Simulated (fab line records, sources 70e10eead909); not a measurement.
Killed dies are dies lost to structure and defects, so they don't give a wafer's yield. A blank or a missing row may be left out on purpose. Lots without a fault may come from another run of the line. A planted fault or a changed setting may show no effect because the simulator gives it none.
fab line records | flow nand_harc
record lots=5 wafers=15 last_day=33
route steps=1302 shown A_CHANNEL_HOLE_D1@481 A_CHANNEL_FILL_D1@490
lots that met no fault: from a run of the same line without faults
start_h: hours from the record's first day to the start of the lot's first wafer shown | wait_h: hours since the lot's step before | " the same as in the row above | L1.1+2: a row that stands for several wafers | - no value, or no start given | * or withheld: withheld | < > ~ a bound
route shown NAME@n: a module of which the file shows steps, and the number in the route of the first | usual: mean/standard deviation of fault-free wafers | same: alike in all rows | chamber/n: place in a boat | sites: the reading at each site | _std_site: their standard deviation | _edge_site: outer sites' mean less inner sites' | radius_mm: how far each site lies from the wafer's centre | mask NAME#n: copy n | behind: the tool/chamber that last shaped the wafer | hold: why the lot was held/for how many hours/how that ended | device: the transistor (n, p or np) that didn't switch | end of line: the same wafers' tests at the end of the route | a step without rows: its recipe alone | killed: dies lost to structure and defects at the first sort, not the wafer's yield | map: a wafer's dies, x killed, . not, _ none there
set.NAME: the setting as run; set.NAME@STEP: as run at that earlier step | model.NAME: the simulator's own value behind a step, which no gauge read
lots at some steps of the route; a table a step, a row a wafer
services: from which hour (start_h, from the record's first day; less than 0 if before it) a tool's chamber was out of use, for how many hours, and why
## steps
# step NHARC_A_CHANNEL_HOLE_D1_STRIP_42
# recipe cf4_flow_sccm=100 chf3_flow_sccm=30 ar_flow_sccm=0 bias_w=0 chemistry=CF4/CHF3
# step NHARC_A_CHANNEL_HOLE_D1_STRIP_43
# recipe o2_flow_sccm=400 cos_flow_sccm=20 ar_flow_sccm=0 bias_w=0 chemistry=O2/COS
# step NHARC_A_CHANNEL_HOLE_D1_ETCH_44
# recipe target_depth_a=1400 overetch_a=140 time_s=77 ion_energy_ev=100 cf4_flow_sccm=80 o2_flow_sccm=20 ar_flow_sccm=0 rf_w=300 bias_w=100 chemistry=CF4/O2
# usual drypump_motor_current_A=5.6/0.44 mfc_ar_sccm=0.005/0.01 o2_flow_sccm=20.00/0.06 oes_f_703_au=1.000/0.0043 oes_product_au=1.004/0.017 rf_vpp_V=197.4/1.4 showerhead_plenum_p_Torr=1.32/0.054 throttle_valve_pct=13.396/0.0094
# columns lot.wafer tool chamber start_h wait_h drypump_motor_current_A mfc_ar_sccm o2_flow_sccm oes_f_703_au oes_product_au rf_hours_counter_h rf_vpp_V showerhead_plenum_p_Torr throttle_valve_pct
L264.1 rie_diel-02 1 184.66 0.1 5.6 0 20.09 0.999 1.007 12 199.7 1.39 13.401
L264.4 " 3 " " 5.3 0.002 20.08 0.989 0.985 12 198.4 1.36 13.392
L264.5 " 1 " " 5.5 0 20.02 1.002 1.012 - 199.1 1.39 13.390
L274.4 rie_diel-02 3 292.65 0.1 5.4 0.002 19.90 1.001 1.005 6 196.4 1.36 13.386
L274.3 " 0 " " 5.1 0 19.95 1.004 1.010 7 196.6 1.25 13.406
L274.5 " 3 " " 5.4 0.002 19.92 0.991 0.992 - 198.6 1.36 13.401
L278.2 rie_diel-02 3 335.92 0.1 5.4 0.002 20.09 1.003 1.000 10 198.8 1.36 13.399
L278.5 " 3 " " 5.4 0.002 20.08 1.003 0.999 - 197.7 1.36 13.398
L278.6 " 0 " " 5.1 0 20.04 0.999 1.026 - 196.4 1.25 13.394
L279.3 rie_diel-02 3 339.18 0.1 5.4 0.002 20.05 1.002 0.997 10 197.8 1.36 13.410
L279.2 " 0 " " 5.1 0 19.95 1.003 1.019 10 195.3 1.25 13.411
L279.1 " 2 " " 5.9 0.005 20.03 1.004 0.992 9 197.8 1.28 13.408
L287.1 rie_diel-12 0 423.95 0.1 6.2 0.035 19.96 0.999 0.984 45 197.0 1.29 13.396
L287.2 " 2 " " 5.1 0 20.06 1.004 0.985 44 197.8 1.35 13.386
L287.6 " 0 " " 6.2 0.035 20.04 0.988 1.007 - 198.7 1.29 13.390
# step NHARC_A_CHANNEL_HOLE_D1_STRIP_27
# recipe o2_flow_sccm=500 ar_flow_sccm=0 bias_w=0 chemistry=O2
# usual drypump_motor_current_A=5.6/0.43 mfc_ar_sccm=0.004/0.0096 o2_flow_sccm=499.9/1.5 oes_product_au=1.003/0.016 rf_vpp_V=57.8/0.84 showerhead_plenum_p_Torr=3.48/0.14 throttle_valve_pct=17.038/0.0096
# columns lot.wafer tool chamber start_h wait_h drypump_motor_current_A mfc_ar_sccm o2_flow_sccm oes_product_au rf_hours_counter_h rf_vpp_V showerhead_plenum_p_Torr throttle_valve_pct
L264.1 rie_diel-02 1 - - 5.6 0 499.9 1.015 12 58.5 3.67 17.045
L264.4 " 0 " " 5.1 0 499.9 1.016 13 58.5 3.32 17.027
L264.5 " 2 " " 5.9 0.005 501.2 1.001 - 58.6 3.40 17.032
L274.4 rie_diel-02 0 - - 5.1 0 499.7 1.013 7 57.2 3.31 17.036
L274.3 " 2 " " 6.0 0.005 500.1 0.985 6 57.0 3.39 17.037
L274.5 " 0 " " 5.1 0 499.5 0.992 - 56.5 3.31 17.043
L278.2 rie_diel-02 2 - - 6.0 0.005 500.1 0.992 9 59.9 3.39 17.018
L278.6 " 0 " " 5.1 0 498.9 1.024 - 57.0 3.31 17.027
L278.5 " 1 " " 5.5 0 500.3 1.032 - 57.5 3.66 17.044
L279.2 rie_diel-02 3 - - 5.4 0.002 499.9 0.994 10 58.1 3.59 17.029
L279.1 " 1 " " 5.5 0 498.9 1.031 10 58.9 3.66 17.039
L279.3 " 2 " " 5.9 0.005 497.8 0.969 9 57.0 3.39 17.055
L287.1 rie_diel-12 3 - - 6.1 0.004 497.6 0.993 46 58.1 3.57 17.053
L287.2 " 0 " " 6.2 0.035 499.3 1.001 45 57.4 3.41 17.046
L287.6 " 2 " " 5.1 0 499.7 0.982 - 58.2 3.56 17.039
# step NHARC_A_CHANNEL_HOLE_D1_PRECLEAN_28
# recipe time_s=* temp_c=50 bath_age_min=0 chemistry=SC1
# step NHARC_A_CHANNEL_HOLE_D1_SRD_29
# step NHARC_A_CHANNEL_HOLE_D1_CD_MEAS_30
# usual cd_nm=90.2/2.1
# columns lot.wafer tool chamber start_h wait_h cd_nm
L264.1 cd_sem-02 - 185.44 - 87.0
L264.4 " - " " 84.3
L264.5 " - " " 86.4
L274.3 cd_sem-02 - 293.44 - 92.2
L274.4 " - " " 87.5
L274.5 " - " " 88.8
L278.2 cd_sem-02 - 336.73 - 89.3
L278.5 " - " " 88.3
L278.6 " - " " 91.1
L279.1 cd_sem-02 - 339.98 - 90.8
L279.2 " - " " 92.6
L279.3 " - " " 88.6
L287.1 cd_sem-01 - 424.75 - 90.0
L287.2 " - " " 91.3
L287.6 " - " " 90.3
# step NHARC_A_CHANNEL_HOLE_D1_XSEM_31
# recipe landing_energy_ev=35000
# usual bot_cd_nm=74.8/2.3 bow_nm=8.78/0.25 tilt_deg=0.07/0.043
# columns lot.wafer tool chamber start_h wait_h bot_cd_nm bow_nm tilt_deg
L264.1 xsem-01 0 185.53 0.1 71.0 9.05 0.08
L264.4 " 0 " " 68.6 9.00 0.08
L264.5 " 0 " " 70.4 8.92 0.08
L274.3 xsem-02 0 293.54 0.1 76.5 9.09 0.08
L274.4 " 0 " " 72.3 9.00 0.08
L274.5 " 0 " " 72.9 8.94 0.08
L278.2 xsem-01 0 336.82 0.1 73.6 9.01 0.10
L278.5 " 0 " " 72.4 9.02 0.10
L278.6 " 0 " " 75.4 8.95 0.10
L279.1 xsem-02 0 340.08 0.1 76.3 8.83 0.13
L279.2 " 0 " " 77.8 8.84 0.13
L279.3 " 0 " " 73.5 8.80 0.13
L287.1 xsem-02 0 424.84 0.1 74.4 8.57 0.13
L287.2 " 0 " " 77.2 8.63 0.13
L287.6 " 0 " " 74.9 8.60 0.13
# step NHARC_A_CHANNEL_HOLE_D1_INSPECT_40
# usual raw_defect_count=72/26
# columns lot.wafer tool chamber start_h wait_h raw_defect_count
L264.1 defect_inspect-01 - 185.63 - 40
L264.4 " - " " 35
L264.5 " - " " 32
L274.3 defect_inspect-02 - 293.63 - 54
L274.4 " - " " 65
L274.5 " - " " 55
L278.2 defect_inspect-02 - 336.91 - 97
L278.5 " - " " 99
L278.6 " - " " 85
L279.1 defect_inspect-02 - 340.17 - 45
L279.2 " - " " 56
L279.3 " - " " 57
L287.1 defect_inspect-02 - 424.94 - 66
L287.2 " - " " 62
L287.6 " - " " 73
# step NHARC_A_CHANNEL_FILL_D1_PRECLEAN_00
# recipe time_s=* temp_c=50 bath_age_min=0 chemistry=SC1
# step NHARC_A_CHANNEL_FILL_D1_SRD_01
# step NHARC_A_CHANNEL_FILL_D1_ALD_02
# recipe target_thk_a=60 pulse_time_s=10 ald_cycles=60 temp_c=300 material=SiO2
# usual heater_power_w=439/42 precursor_pulse_height_rel=1.000/0.02 susceptor_temp_C=300.00/0.19
# columns lot.wafer tool chamber start_h wait_h heater_power_w precursor_pulse_height_rel susceptor_temp_C
L264.1 ald_hk-04 0 185.82 - 445 1.021 300.12
L264.4 " 2 " " 430 0.966 300.09
L264.5 " 1 " " 410 0.989 300.26
L274.3 ald_hk-04 2 293.82 - 439 0.988 300.01
L274.4 " 3 " " 394 0.968 300.21
L274.5 " 2 " " 436 0.993 299.90
L278.2 ald_hk-02 2 337.32 - 397 1.009 299.98
L278.6 " 3 " " 491 0.994 300.16
L278.5 " 0 " " 422 1.023 300.32
L279.3 ald_hk-02 2 340.36 - 409 1.027 299.97
L279.1 " 3 " " 487 0.982 300.09
L279.2 " 1 " " 479 0.994 300.12
L287.1 ald_hk-03 3 425.13 - 576 1.012 299.88
L287.2 " 2 " " 410 0.986 300.20
L287.6 " 3 " " 571 0.993 299.68
# step NHARC_A_CHANNEL_FILL_D1_ALD_03
# recipe target_thk_a=60 pulse_time_s=60 ald_cycles=58 temp_c=630 pressure_torr=2 material=SiNx
# usual precursor_pulse_height_rel=1.000/0.021 susceptor_temp_C=629.99/0.28
# columns lot.wafer tool chamber start_h wait_h precursor_pulse_height_rel susceptor_temp_C
L264.1 ald_sin_batch-03 0 189.27 - 0.979 -
L264.4 " 0 " " 1.043 -
L264.5 " 0 " " 0.995 -
L274.3 ald_sin_batch-02 0 297.27 - 1.049 604.69
L274.4 " 0 " " 1.008 604.14
L274.5 " 0 " " 1.026 603.99
L278.2 ald_sin_batch-01 0 339.71 - 1.017 -
L278.5 " 0 " " 0.978 -
L278.6 " 0 " " 0.988 -
L279.1 ald_sin_batch-01 0 343.80 - 0.974 -
L279.2 " 0 " " 0.967 -
L279.3 " 0 " " 1.042 -
L287.1 ald_sin_batch-02 0 427.98 - 1.001 629.81
L287.2 " 0 " " 1.007 630.71
L287.6 " 0 " " 1.016 629.98
# step NHARC_A_CHANNEL_FILL_D1_ALD_14
# recipe target_thk_a=25 pulse_time_s=10 ald_cycles=25 temp_c=300 material=SiO2
# usual heater_power_w=445/42 precursor_pulse_height_rel=1.003/0.019 susceptor_temp_C=300.01/0.19
# columns lot.wafer tool chamber start_h wait_h heater_power_w precursor_pulse_height_rel susceptor_temp_C
L264.4 ald_hk-02 0 192.88 0.1 411 0.985 300.15
L264.1 " 2 " " 401 1.017 300.37
L264.5 " 3 " " 496 0.988 299.75
L274.3 ald_hk-03 2 300.89 0.1 406 1.034 300.05
L274.4 " 0 " " 484 1.018 300.41
L274.5 " 1 " " 420 1.021 299.81
L278.2 ald_hk-02 2 343.27 0.1 405 1.016 299.98
L278.6 " 1 " " 467 0.975 300.16
L278.5 " 2 " " 409 0.967 299.99
L279.3 ald_hk-03 0 347.67 0.4 480 1.019 299.56
L279.1 " 1 " " 434 1.030 300.16
L279.2 " 3 " " 536 1.011 299.84
L287.1 ald_hk-03 3 431.58 0.1 566 1.017 300.31
L287.2 " 1 " " 398 0.991 300.45
L287.6 " 2 " " 405 1.002 299.90
## services
# columns tool chamber start_h hours kind
ald_hk-02 - 170.00 10.0 pm
rie_diel-02 0 171.47 - clean
rie_diel-02 1 171.47 - clean
rie_diel-02 2 171.47 - clean
rie_diel-02 3 171.47 - clean
rie_diel-02 2 180.62 1.3 repair
rie_diel-12 - 182.88 0.6 repair
rie_diel-02 0 195.97 - clean
ald_hk-03 - 212.00 10.0 pm
rie_diel-02 - 216.70 9.0 pm
ald_hk-03 - 244.15 2.4 repair
rie_diel-12 3 247.09 7.3 repair
ald_sin_batch-02 - 268.48 26.0 pm
rie_diel-12 - 268.51 9.0 pm
ald_hk-02 - 269.20 0.3 repair
ald_sin_batch-03 - 284.03 1.7 repair
ald_sin_batch-01 - 323.61 10.6 repair
ald_hk-02 - 348.27 10.0 pm
ald_hk-04 - 353.48 1.6 repair
xsem-01 - 374.00 14.0 pm
ald_hk-03 - 390.00 10.0 pm
rie_diel-02 - 393.70 9.0 pm
ald_sin_batch-02 - 400.22 12.8 repair
rie_diel-02 0 404.34 6.9 repair
## key
first_sign step=NHARC_A_CHANNEL_FILL_D1_ALD_03 reading=susceptor_temp_C direction=down sigmas=90 usual=* struck=*
effect none on later readings
met_at NHARC_A_CHANNEL_FILL_D1_ALD_03
struck_wafers L274.3,L274.4,L274.5
tester_left_out L274
fault kind=process_parameter_drift tool=ald_sin_batch-02 chamber=- onset_h=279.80 steps=NHARC_A_CHANNEL_FILL_D1_ALD_03,NHARC_A_CHANNEL_FILL_D1_ALD_15,NHARC_A_CHANNEL_FILL_D2_ALD_03,NHARC_A_CHANNEL_FILL_D2_ALD_15 channel=temp_c offset=* shape=step end_h=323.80 stated=*
# tester_left_out: of these lots the tester's yield and bins aren't shown, on N5 and GAA mostly nor the transistor test; their killed dies are dies lost to structure and defects alone, not to doping, threshold or leakage, so they don't give the yield
